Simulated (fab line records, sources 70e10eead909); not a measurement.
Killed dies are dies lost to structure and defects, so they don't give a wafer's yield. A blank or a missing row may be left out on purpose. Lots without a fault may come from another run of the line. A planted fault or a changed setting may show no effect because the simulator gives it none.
Chamber matching | flow nand_harc | NHARC_P_M0_ETCH_15 on rie_diel-02: 4 sister chambers
The step etches the open film in C4F8/Ar, target depth 150 nm, overetch 15 nm, time 82.5 s. 8 wafers are shown with their chamber, then 7 later ones without.

WAFERS WITH THEIR CHAMBER
wafer  | chamber | rf_vpp_V (V) | oes_product_au (a.u.)
L889.4 | 2       | 439.8        | 0.966
L899.3 | 1       | 438.8        | 0.983
L899.6 | 3       | 439.2        | 0.949
L900.1 | 3       | 441.4        | 0.942
L900.2 | 0       | 436.7        | 0.957
L900.3 | 1       | 438.1        | 0.965
L902.3 | 0       | 436.2        | 0.962
L902.4 | 2       | 438.5        | 0.953

WAFERS WITHOUT THEIR CHAMBER
wafer  | rf_vpp_V (V) | oes_product_au (a.u.)
L902.6 | 440.5        | 0.955
L905.3 | 436.9        | 0.970
L905.5 | 439.2        | 0.975
L905.6 | 437.6        | 0.975
L907.4 | 439.6        | 0.980
L907.5 | 439.3        | 0.972
L907.6 | 437.7        | 0.950

WHICH CHAMBER EACH WENT THROUGH
wafer  | from the rows above               | in truth
L902.6 | can't be placed: 3 or 2 or 1      | 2
L905.3 | can't be placed: 0 or 1 or 2      | 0
L905.5 | can't be placed: 1 or 2           | 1
L905.6 | can't be placed: 1 or 0 or 2      | 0
L907.4 | can't be placed: 1 or 2           | 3
L907.5 | can't be placed: 1 or 2           | 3
L907.6 | can't be placed: 0 or 2 or 3 or 1 | 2
Placed correctly: 0 of 7. Can't be placed from these rows: 7 (the true chamber is among the candidates in 5). Placed wrongly: 0.
How it was worked out, from the rows above alone: a wafer's distance from a chamber is the root of the sum, over the readings, of the square of ((its reading less the chamber's mean) divided by the reading's scatter). The wafer belongs to the nearest chamber; if the next one is less than 2 further off, it can't be placed. A chamber's mean is the mean of its shown wafers. The scatter: the root of (the sum of the squares of (reading less its chamber's mean) over the shown wafers, divided by (wafers less chambers)).
